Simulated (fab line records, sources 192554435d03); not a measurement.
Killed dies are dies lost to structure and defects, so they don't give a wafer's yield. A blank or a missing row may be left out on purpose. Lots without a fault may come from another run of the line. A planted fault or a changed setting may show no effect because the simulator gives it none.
fab line records | flow n5_finfet
record lots=8 wafers=24 last_day=18
route steps=1938 shown HKMG_FIN@407 BEOL_M4@1111 PASSIVATION@1936
lots that met no fault: from a run of the same line without faults
start_h: hours from the record's first day to the start of the lot's first wafer shown | wait_h: hours since the lot's step before | " the same as in the row above | L1.1+2: a row that stands for several wafers | - no value, or no start given | * or withheld: withheld | < > ~ a bound
route shown NAME@n: a module of which the file shows steps, and the number in the route of the first | usual: mean/standard deviation of fault-free wafers | same: alike in all rows | chamber/n: place in a boat | sites: the reading at each site | _std_site: their standard deviation | _edge_site: outer sites' mean less inner sites' | radius_mm: how far each site lies from the wafer's centre | mask NAME#n: copy n | behind: the tool/chamber that last shaped the wafer | hold: why the lot was held/for how many hours/how that ended | device: the transistor (n, p or np) that didn't switch | end of line: the same wafers' tests at the end of the route | a step without rows: its recipe alone | killed: dies lost to structure and defects at the first sort, not the wafer's yield | map: a wafer's dies, x killed, . not, _ none there
set.NAME: the setting as run; set.NAME@STEP: as run at that earlier step | model.NAME: the simulator's own value behind a step, which no gauge read
steps of the route over a sample of lots; a table a step, a row a wafer
services: from which hour (start_h, from the record's first day; less than 0 if before it) a tool's chamber was out of use, for how many hours, and why
## steps
# step N5_HKMG_FIN_STRIP_93
# recipe chemistry=N2/H2 material=SOC time_s=20 power_w=500 temp_c=40 pressure_mtorr=50 rf_frequency_hz=6e+07 bias_power_w=8 h2_frac=0.5 n2_flow_sccm=300 h2_flow_sccm=300
# usual chamber_pressure_mTorr=50.00/0.049 drypump_motor_current_A=5.6/0.44 oes_product_au=0.76/0.071 rf_vpp_V=54.2/0.82 showerhead_plenum_p_Torr=3.35/0.11 temp_c=39.99/0.11 throttle_valve_pct=19.04/0.28
# columns lot.wafer tool chamber start_h wait_h chamber_pressure_mTorr drypump_motor_current_A oes_product_au rf_hours_counter_h rf_vpp_V showerhead_plenum_p_Torr temp_c throttle_valve_pct
L549.1 rie_diel-01 0 88.20 0.2 49.96 5.7 0.86 56 55.7 3.27 40.02 18.72
L549.2 " 2 " " 49.96 5.0 0.69 222 54.0 3.17 40.09 19.13
L549.4 " 1 " " 49.97 5.1 0.74 189 53.6 3.23 39.87 19.22
L553.1 rie_diel-04 0 114.55 0.2 50.00 5.5 0.70 230 53.8 3.45 39.87 18.80
L553.2 " 1 " " 49.98 6.2 0.73 161 54.6 3.38 40.15 19.20
L553.4 " 2 " " 49.98 5.7 0.83 83 53.3 3.26 40.08 19.37
L554.1 rie_diel-04 3 119.24 0.2 50.03 5.4 0.68 234 55.8 3.44 40.02 18.86
L554.3 " 0 " " 49.98 5.5 0.70 231 54.7 3.45 39.91 18.80
L554.4 " 2 " " 50.00 5.7 0.83 85 53.1 3.26 40.15 19.36
L555.1 rie_diel-01 0 126.20 0.2 49.96 5.7 0.84 65 55.3 3.27 39.84 18.72
L555.4 " 3 " " 49.97 5.9 0.78 110 54.9 3.38 40.11 19.52
L555.6 " 2 " " 50.01 5.0 0.68 - 52.6 3.16 39.93 19.17
L556.3 rie_diel-04 0 130.55 0.2 49.97 5.5 0.71 234 54.5 3.45 39.90 18.80
L556.4 " 1 " " 49.94 6.2 0.73 165 54.8 3.38 39.99 19.20
L556.5 " 2 " " 50.06 5.7 0.82 - 52.6 3.26 39.98 19.38
L565.3 rie_diel-01 2 180.85 0.2 49.98 5.0 1.00 1 56.0 3.56 40.10 18.74
L565.4 " 3 " " 50.04 5.9 0.76 128 53.2 3.36 39.85 19.56
L565.5 " 3 " " 49.97 5.9 0.75 - 54.9 3.36 39.92 19.54
L568.1 rie_diel-01 2 201.43 0.2 50.04 5.0 0.97 6 54.0 3.56 39.96 18.74
L568.4 " 1 " " 49.93 5.1 0.71 227 54.4 3.21 39.80 19.27
L568.6 " 0 " " 50.00 5.7 0.82 - 53.6 3.25 39.98 18.76
L569.1 rie_diel-01 0 204.34 0.2 49.93 5.7 0.81 96 54.1 3.25 40.02 18.77
L569.2 " 1 " " 50.03 5.1 0.71 228 53.7 3.21 39.86 19.28
L569.4 " 3 " " 50.03 5.9 0.75 136 55.0 3.36 40.03 19.56
# step N5_HKMG_FIN_COAT_30
# recipe resist=SiARC temp_c=220 time_s=60 spin_rpm=1500 resist_thk_nm=35
# usual chill_plate_temp_C=23.00/0.094 plate_temp_C=220.01/0.18 spin_speed_rpm=1500.2/0.91
# columns lot.wafer tool chamber start_h wait_h chill_plate_temp_C plate_temp_C spin_speed_rpm
L549.1 litho_track-05 0 90.40 - 23.07 220.01 1501.3
L549.2 " 0 " " 23.06 219.99 1498.5
L549.4 " 0 " " 23.08 219.93 1500.7
L553.1 litho_track-05 0 116.75 - 23.03 219.92 1355.6
L553.2 " 0 " " 22.97 220.15 1353.5
L553.4 " 0 " " 23.05 219.96 1355.4
L554.1 litho_track-05 0 121.51 - 22.92 220.01 1354.4
L554.3 " 0 " " 22.95 219.86 1354.1
L554.4 " 0 " " 22.94 220.30 1354.5
L555.1 litho_track-05 0 128.39 - 23.01 220.18 1352.0
L555.4 " 0 " " 23.17 220.01 1352.4
L555.6 " 0 " " 23.15 219.97 1353.3
L556.3 litho_track-01 0 132.85 - 23.09 219.93 1500.2
L556.4 " 0 " " 23.01 219.95 1499.4
L556.5 " 0 " " 22.99 220.13 1499.1
L565.3 litho_track-02 0 183.04 - 22.86 219.99 1499.5
L565.4 " 0 " " 22.75 220.05 1501.2
L565.5 " 0 " " 22.85 219.89 1499.3
L568.1 litho_track-02 0 203.71 - 23.04 220.08 1500.2
L568.4 " 0 " " 22.92 220.23 1499.7
L568.6 " 0 " " 22.81 220.19 1498.9
L569.1 litho_track-02 0 206.62 - 22.97 220.07 1500.6
L569.2 " 0 " " 22.99 219.90 1499.2
L569.4 " 0 " " 23.04 220.04 1501.8
# step N5_HKMG_FIN_CD_MEAS_12
# recipe target_cd_nm=92.8 landing_energy_ev=500 detector=se_inlens
# usual cd_nm=93.0/0.64
# columns lot.wafer tool chamber start_h wait_h cd_nm
L549.1 cd_sem-03 0 90.64 - 92.5
L549.2 " 0 " " 92.4
L549.4 " 0 " " 92.8
L553.1 cd_sem-02 0 117.12 - 91.8
L553.2 " 0 " " 92.9
L553.4 " 0 " " 92.5
L554.1 cd_sem-03 0 121.75 - 93.3
L554.3 " 0 " " 93.8
L554.4 " 0 " " 92.7
L555.1 cd_sem-03 0 128.75 - 92.6
L555.4 " 0 " " 92.2
L555.6 " 0 " " 93.0
L556.3 cd_sem-02 0 133.10 - 93.0
L556.4 " 0 " " 93.3
L556.5 " 0 " " 93.4
L565.3 cd_sem-03 0 183.41 - 92.3
L565.4 " 0 " " 93.1
L565.5 " 0 " " 92.5
L568.1 cd_sem-02 0 203.95 - 93.5
L568.4 " 0 " " 92.0
L568.6 " 0 " " 93.7
L569.1 cd_sem-02 0 206.98 - 93.5
L569.2 " 0 " " 92.6
L569.4 " 0 " " 92.3
# step N5_HKMG_FIN_OVL_MEAS_13
# recipe points_per_wafer=44
# usual NWFM_OVL=0.1/0.8
# columns lot.wafer tool chamber start_h wait_h NWFM_OVL[nm]
L549.1 overlay-02 0 90.67 0.0 0.6
L549.2 " 0 " " -0.7
L549.4 " 0 " " 0.2
L553.1 overlay-02 0 117.15 0.0 -0.7
L553.2 " 0 " " 0.6
L553.4 " 0 " " 0.6
L554.1 overlay-01 0 121.80 0.1 -1.2
L554.3 " 0 " " -0.8
L554.4 " 0 " " -1.1
L555.1 overlay-02 0 128.78 0.0 1.0
L555.4 " 0 " " 0.8
L555.6 " 0 " " 0.3
L556.3 overlay-01 0 133.12 0.0 -0.1
L556.4 " 0 " " 0.2
L556.5 " 0 " " 0.5
L565.3 overlay-01 0 183.44 0.0 -1.3
L565.4 " 0 " " 0.2
L565.5 " 0 " " -0.3
L568.1 overlay-02 0 203.98 0.0 0.3
L568.4 " 0 " " 0.2
L568.6 " 0 " " 0.6
L569.1 overlay-02 0 207.01 0.0 -0.7
L569.2 " 0 " " 0.7
L569.4 " 0 " " -0.7
# step N5_HKMG_FIN_ETCH_31
# recipe chemistry=CF4 target=SiARC target_depth_a=455 mask_material=CAR-ArF time_s=75.8 ion_energy_ev=80 pressure_mtorr=40 source_w=545 bias_w=36 Ar_flow_sccm=100 cf4_flow_sccm=100 ends=cleared
# usual chamber_pressure_mTorr=40.00/0.035 drypump_motor_current_A=5.6/0.51 etch_rf_on_time_s=76.2/1.3 oes_product_au=0.66/0.062 rf_vpp_V=183.7/1.1 showerhead_plenum_p_Torr=2.12/0.073 throttle_valve_pct=15.64/0.17
# columns lot.wafer tool chamber start_h wait_h chamber_pressure_mTorr drypump_motor_current_A etch_rf_on_time_s oes_product_au rf_hours_counter_h rf_vpp_V showerhead_plenum_p_Torr throttle_valve_pct
L549.1 rie_diel-01 2 91.10 0.0 40.00 5.0 76.8 0.60 222 182.8 2.02 15.92
L549.2 " 0 " " 40.00 5.7 75.3 0.73 57 184.6 2.09 15.34
L549.4 " 1 " " 39.97 5.1 73.8 0.64 190 182.2 2.04 15.78
L553.1 rie_diel-01 3 117.24 0.0 39.97 5.9 81.9 0.67 105 184.1 2.15 15.66
L553.2 " 0 " " 39.97 5.7 81.7 0.71 61 182.1 2.09 15.34
L553.4 " 2 " " 40.01 5.0 81.9 0.58 233 181.7 2.02 15.93
L554.1 rie_diel-03 0 121.89 0.0 39.94 5.1 78.8 0.78 31 185.0 2.29 15.43
L554.3 " 2 " " 40.05 6.2 81.6 0.62 159 184.0 2.15 15.64
L554.4 " 1 " " 40.02 6.3 79.6 0.65 159 184.4 2.06 15.51
L555.1 rie_diel-01 3 128.88 0.0 40.06 5.9 81.8 0.67 110 183.2 2.15 15.69
L555.4 " 2 " " 40.02 5.0 81.1 0.58 238 183.5 2.02 15.95
L555.6 " 0 " " 40.01 5.7 80.6 0.71 - 184.2 2.09 15.35
L556.3 rie_diel-01 0 133.22 0.0 39.94 5.7 76.4 0.71 67 183.6 2.09 15.36
L556.4 " 1 " " 40.02 5.1 76.3 0.62 - 182.1 2.04 15.82
L556.5 " 2 " " 40.04 5.0 77.8 0.58 - 181.6 2.02 15.95
L565.3 rie_diel-03 0 183.53 0.0 39.93 5.1 75.9 0.74 56 186.0 2.28 15.48
L565.4 " 3 " " 39.99 4.8 75.9 0.65 119 183.2 2.15 15.81
L565.5 " 1 " " 40.04 6.3 75.9 0.63 - 183.6 2.05 15.56
L568.1 rie_diel-04 3 204.35 0.0 40.00 5.4 74.6 0.86 2 185.2 2.19 15.31
L568.4 " 3 " " 40.01 5.4 74.4 0.85 - 184.8 2.19 15.30
L568.6 " 2 " " 39.99 5.7 75.2 0.68 - 183.0 2.07 15.57
L569.1 rie_diel-03 0 207.33 0.0 39.92 5.1 75.2 0.73 65 184.5 2.28 15.50
L569.2 " 3 " " 40.06 4.8 75.3 0.65 127 184.5 2.15 15.83
L569.4 " 1 " " 40.01 6.3 75.8 0.63 191 182.9 2.05 15.56
# step N5_BEOL_M4_RC_MEAS_101
# usual DIBL_N=36.4/1.6 DIBL_P=35.9/2 IOFF_N=0.152/0.03 IOFF_P=0.20/0.032 ION_N=670/12 ION_P=459/7.3 SS_N=71.6/0.55 SS_P=73.2/0.69 VT_N=251/3.5 VT_P=-252/3.2
# columns lot.wafer tool chamber start_h wait_h DIBL_N[mV/V] DIBL_P[mV/V] IOFF_N[nA/um] IOFF_P[nA/um] ION_N[uA/um] ION_P[uA/um] SS_N[mV/dec] SS_P[mV/dec] VT_N[mV] VT_P[mV]
L549.1 prober-02 0 173.30 0.0 38.9 38.1 0.199 0.26 689 468 71.2 73.4 245 -249
L549.2 " 0 " " 41.3 39.3 0.236 0.28 693 476 71.6 74.2 246 -244
L549.4 " 0 " " 37.0 35.2 0.152 0.21 676 465 70.1 72.7 252 -249
L553.1 prober-02 0 205.41 0.0 34.1 35.9 0.137 0.20 666 462 71.4 72.8 252 -251
L553.2 " 0 " " 36.5 38.9 0.184 0.24 681 467 71.9 73.5 246 -252
L553.4 " 0 " " 33.6 35.0 0.140 0.18 674 457 71.2 72.2 249 -256
L554.1 prober-01 0 224.37 0.0 34.1 33.3 0.108 0.13 658 448 70.8 72.8 258 -261
L554.3 " 0 " " 38.1 39.7 0.193 0.22 688 467 71.8 74.8 247 -251
L554.4 " 0 " " 35.6 35.3 0.132 0.16 674 458 71.5 73.4 253 -253
L555.1 prober-02 0 224.57 0.0 36.9 34.1 0.151 0.18 681 453 72.2 73.2 251 -255
L555.4 " 0 " " 36.9 34.5 0.152 0.19 680 468 71.7 73.0 251 -255
L555.6 " 0 " " 36.3 34.2 0.139 0.19 669 464 71.5 73.0 251 -251
L556.3 prober-01 0 228.07 0.4 39.0 39.5 0.203 0.21 686 461 72.2 73.6 248 -253
L556.4 " 0 " " 39.8 41.5 0.230 0.25 691 470 72.4 74.4 246 -251
L556.5 " 0 " " 35.8 36.2 0.138 0.17 666 453 71.7 73.2 253 -256
L565.3 prober-02 0 286.72 0.3 34.8 35.7 0.120 0.18 656 458 71.3 73.2 255 -254
L565.4 " 0 " " 37.4 36.9 0.139 0.20 639 444 72.3 73.4 260 -253
L565.5 " 0 " " 33.3 33.8 0.092 0.16 638 453 70.8 72.5 262 -253
L568.1 prober-01 0 304.86 0.0 35.5 34.9 0.136 0.17 653 444 71.0 72.5 253 -254
L568.4 " 0 " " 37.1 37.8 0.177 0.21 669 451 71.6 73.4 249 -251
L568.6 " 0 " " 37.3 36.7 0.158 0.20 661 451 71.6 72.5 251 -252
L569.1 prober-02 0 311.21 0.0 35.3 35.4 0.135 0.19 671 458 71.7 73.6 255 -253
L569.2 " 0 " " 36.3 35.6 0.160 0.20 667 452 72.3 73.2 253 -252
L569.4 " 0 " " 34.5 35.5 0.127 0.20 664 464 71.1 73.2 254 -251
# step N5_PASSIVATION_PROBE_49
# usual defect_limited_yield=91.7/1.2 killed_at_M0_to_M3=33/9.5 killed_at_M4_up=13/4.9 killed_at_contacts=13/6.6 killed_at_front_end=36/11 killed_at_other=3.0/2.6 killed_dies=97/14 killed_on_rim=13/3.8 killed_open=65/11 killed_short=31/6.6 sort_bin_5_function=4.8/0.82 sort_bin_6_memory=3.1/0.58 sort_bin_8_speed=0.00/0.02 sort_n_pass=1083/14 sort_yield_pct=91.7/1.2
# same gross_dies=1180 killed_at_back_side=0 sort_bin_4_leakage[%]=0
# columns lot.wafer tool chamber start_h wait_h defect_limited_yield[%] killed_at_M0_to_M3 killed_at_M4_up killed_at_contacts killed_at_front_end killed_at_other killed_dies killed_on_rim killed_open killed_short sort_bin_5_function[%] sort_bin_6_memory[%] sort_bin_8_speed[%] sort_n_pass sort_yield_pct[%]
L553.1 prober-01 - 301.21 0.0 90.3 43 15 14 40 3 115 19 75 39 5.6 3.9 0 1065 90.3
L553.2 prober-01 - 301.26 0.1 91.4 35 17 18 30 2 102 11 67 33 5.0 3.5 0 1078 91.4
L553.4 prober-01 - 301.36 0.2 92.1 41 17 12 19 4 93 6 62 30 4.7 3.1 0 1087 92.1
L554.1 prober-01 - 329.16 0.0 91.9 30 17 9 38 1 95 13 68 24 4.1 3.6 0 1085 91.9
L554.3 prober-01 - 329.26 0.1 91.9 33 11 19 27 5 95 13 65 29 4.4 3.4 0 1085 91.9
L554.4 prober-01 - 329.31 0.2 92.1 39 7 10 33 4 93 15 65 28 4.7 2.8 0 1087 92.1
L556.3 prober-02 - 337.16 0.1 89.1 40 22 27 36 4 129 22 88 40 6.0 4.6 0 1051 89.1
L556.4 prober-02 - 337.21 0.2 92.6 25 23 28 11 0 87 8 61 26 3.5 3.5 0 1093 92.6
L556.5 prober-02 - 337.26 0.2 92.5 14 24 24 24 3 89 17 65 24 4.9 2.4 0 1091 92.5
# killed by level:class
L553.1 BEOL_M1:geometric_particle:open=10 MOL_CONTACT_COAG:geometric_particle:open=9 BEOL_M2:geometric_particle:open=8 STI_FIN_REVEAL:geometric_particle:open=7 DUMMY_GATE:geometric_particle:open=7 BEOL_M0_SAQP:geometric_particle:short=7 FIN_SAQP:geometric_particle:open=6 BEOL_M0_SAQP:geometric_particle:open=6
L553.2 MOL_CONTACT_COAG:geometric_particle:open=12 BEOL_M1:geometric_particle:open=12 STI_FIN_REVEAL:geometric_particle:open=9 MOL_CONTACT_COAG:geometric_particle:short=6 BEOL_M1:geometric_particle:short=6 BEOL_M5:geometric_particle:open=6 BEOL_M3:geometric_particle:open=5 FIN_SAQP:geometric_particle:open=4
L553.4 BEOL_M2:geometric_particle:open=11 MOL_CONTACT_COAG:geometric_particle:open=10 BEOL_M3:geometric_particle:open=8 BEOL_M5:geometric_particle:open=8 BEOL_M1:geometric_particle:open=6 BEOL_M1:geometric_particle:short=5 DUMMY_GATE:geometric_particle:open=4 BEOL_M0_SAQP:geometric_particle:short=4
L554.1 FIN_SAQP:geometric_particle:open=12 BEOL_M2:geometric_particle:open=11 BEOL_M4:geometric_particle:open=7 STI_FIN_REVEAL:geometric_particle:open=7 MOL_CONTACT_COAG:geometric_particle:open=7 FIN_SAQP:geometric_particle:short=5 BEOL_M0_SAQP:geometric_particle:open=4 BEOL_M0_SAQP:geometric_particle:short=4
L554.3 MOL_CONTACT_COAG:geometric_particle:open=15 BEOL_M2:geometric_particle:open=7 BEOL_M0_SAQP:geometric_particle:open=6 BEOL_M0_SAQP:geometric_particle:short=6 BEOL_M8:geometric_particle:open=6 FIN_SAQP:geometric_particle:short=5 STI_FIN_REVEAL:geometric_particle:open=5 BEOL_M0:geometric_particle:open=5
L554.4 FIN_SAQP:geometric_particle:open=10 BEOL_M3:geometric_particle:open=10 MOL_CONTACT_COAG:geometric_particle:open=8 BEOL_M2:geometric_particle:open=8 BEOL_M0_SAQP:geometric_particle:short=7 BEOL_M0_SAQP:geometric_particle:open=6 BEOL_M0:geometric_particle:open=5 FIN_SAQP:geometric_particle:short=4
L556.3 MOL_CONTACT_COAG:geometric_particle:open=20 BEOL_M0_SAQP:geometric_particle:open=13 BEOL_M4:geometric_particle:open=9 GATE_CUT:geometric_particle:short=8 MOL_CONTACT_COAG:geometric_particle:short=7 BEOL_M0_SAQP:geometric_particle:short=7 BEOL_M2:geometric_particle:open=7 STARTING-WAFER:geometric_particle:short=7
L556.4 MOL_CONTACT_COAG:geometric_particle:open=18 MOL_CONTACT_COAG:geometric_particle:short=10 BEOL_M4:geometric_particle:open=9 BEOL_M3:geometric_particle:open=7 BEOL_M0_SAQP:geometric_particle:open=6 BEOL_M5:geometric_particle:open=5 FIN_SAQP:geometric_particle:short=4 BEOL_M0_SAQP:geometric_particle:short=4
L556.5 MOL_CONTACT_COAG:geometric_particle:open=16 BEOL_M4:geometric_particle:open=12 MOL_CONTACT_COAG:geometric_particle:short=8 BEOL_M5:geometric_particle:open=5 DUMMY_GATE:geometric_particle:open=3 GATE_CUT:geometric_particle:short=3 BEOL_M0_SAQP:geometric_particle:open=3 BEOL_M1:geometric_particle:open=3
## services
# columns tool chamber start_h hours kind
rie_diel-01 2 72.79 5.0 repair
rie_diel-04 0 78.53 5.9 repair
rie_diel-01 0 95.75 14.8 repair
rie_diel-03 3 138.36 7.2 repair
rie_diel-01 2 158.25 - clean
rie_diel-01 2 158.25 - consumable_replace:focus_ring
rie_diel-01 2 158.25 - consumable_replace:showerhead
rie_diel-01 2 158.25 18.8 scheduled_down
rie_diel-01 2 158.25 18.8 vent_cycle
rie_diel-04 3 166.36 - clean
rie_diel-04 3 166.36 - consumable_replace:esc
rie_diel-04 3 166.36 - consumable_replace:focus_ring
rie_diel-04 3 166.36 32.4 scheduled_down
rie_diel-04 3 166.36 32.4 vent_cycle
rie_diel-01 2 182.58 1.8 repair
rie_diel-04 0 199.48 - clean
rie_diel-04 0 199.48 - consumable_replace:focus_ring
rie_diel-04 0 199.48 23.8 scheduled_down
rie_diel-04 0 199.48 23.8 vent_cycle
## key
first_sign step=N5_HKMG_FIN_COAT_30 reading=spin_speed_rpm direction=down sigmas=99+ usual=* struck=*
effect step=N5_HKMG_FIN_ETCH_31 reading=etch_rf_on_time_s direction=up sigmas=3.7 usual=* struck=*
met_at N5_HKMG_FIN_COAT_30
struck_lots L553,L554,L555
not_acting_at N5_HKMG_FIN_STRIP_93,N5_HKMG_FIN_CD_MEAS_12,N5_HKMG_FIN_OVL_MEAS_13
onset_between 90.40 116.75
fault kind=process_parameter_drift tool=litho_track-05 chamber=- onset_h=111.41 steps=N5_HKMG_FIN_COAT_30 channel=spin_rpm offset=* shape=step end_h=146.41 acts_in=* stated=*
